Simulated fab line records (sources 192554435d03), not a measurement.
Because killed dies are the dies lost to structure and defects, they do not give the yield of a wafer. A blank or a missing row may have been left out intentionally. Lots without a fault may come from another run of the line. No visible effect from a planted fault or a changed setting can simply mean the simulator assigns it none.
Matching of chambers || flow n5_finfet || N5_FIN_SAQP_ETCH_65 on rie_si-04: 4 sister chambers
The step etches SiO2 in CF4, target depth 4 nm, time 4.4 s. 4 wafers are shown with their chamber, then 12 later ones without.

== EACH WAFER AND ITS CHAMBER ==
{"wafer": "L086.1", "chamber": 0, "throttle_valve_pct (%)": 21.72}
{"wafer": "L086.4", "chamber": 2, "throttle_valve_pct (%)": 21.58}
{"wafer": "L088.1", "chamber": 1, "throttle_valve_pct (%)": 21.72}
{"wafer": "L088.6", "chamber": 3, "throttle_valve_pct (%)": 21.68}

== WAFERS WITH NO CHAMBER GIVEN ==
{"wafer": "L089.3", "throttle_valve_pct (%)": 21.71}
{"wafer": "L089.4", "throttle_valve_pct (%)": 21.69}
{"wafer": "L089.6", "throttle_valve_pct (%)": 21.72}
{"wafer": "L094.2", "throttle_valve_pct (%)": 21.68}
{"wafer": "L094.4", "throttle_valve_pct (%)": 21.72}
{"wafer": "L094.5", "throttle_valve_pct (%)": 21.73}
{"wafer": "L096.2", "throttle_valve_pct (%)": 21.72}
{"wafer": "L096.4", "throttle_valve_pct (%)": 21.68}
{"wafer": "L096.6", "throttle_valve_pct (%)": 21.72}
{"wafer": "L097.1", "throttle_valve_pct (%)": 21.61}
{"wafer": "L097.2", "throttle_valve_pct (%)": 21.68}
{"wafer": "L097.5", "throttle_valve_pct (%)": 21.73}

== THE CHAMBER EACH PASSED THROUGH ==
{"wafer": "L089.3", "from the rows above": "can't be placed: 0 or 1 or 3", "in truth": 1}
{"wafer": "L089.4", "from the rows above": "can't be placed: 3 or 0 or 1", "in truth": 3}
{"wafer": "L089.6", "from the rows above": "can't be placed: 0 or 1", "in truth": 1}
{"wafer": "L094.2", "from the rows above": 3, "in truth": 3}
{"wafer": "L094.4", "from the rows above": "can't be placed: 0 or 1", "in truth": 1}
{"wafer": "L094.5", "from the rows above": "can't be placed: 0 or 1", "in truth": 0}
{"wafer": "L096.2", "from the rows above": "can't be placed: 0 or 1", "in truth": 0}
{"wafer": "L096.4", "from the rows above": 3, "in truth": 3}
{"wafer": "L096.6", "from the rows above": "can't be placed: 0 or 1", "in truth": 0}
{"wafer": "L097.1", "from the rows above": 2, "in truth": 2}
{"wafer": "L097.2", "from the rows above": 3, "in truth": 3}
{"wafer": "L097.5", "from the rows above": "can't be placed: 0 or 1", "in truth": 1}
4 of 12 placed correctly. These rows do not allow placing 8 (true chamber among the candidates in 8). Placed wrongly: 0.
How it was worked out, from the rows above alone: a wafer's distance from a chamber is the root of the sum, over the readings, of the square of ((its reading less the chamber's mean) divided by the reading's scatter). The wafer belongs to the nearest chamber; if the next one is less than 2 further off, it can't be placed. A chamber's mean is the mean of its shown wafers. The scatter: with one shown wafer a chamber, the root of the mean of the squares of how far each hidden wafer lies from its nearest shown one.
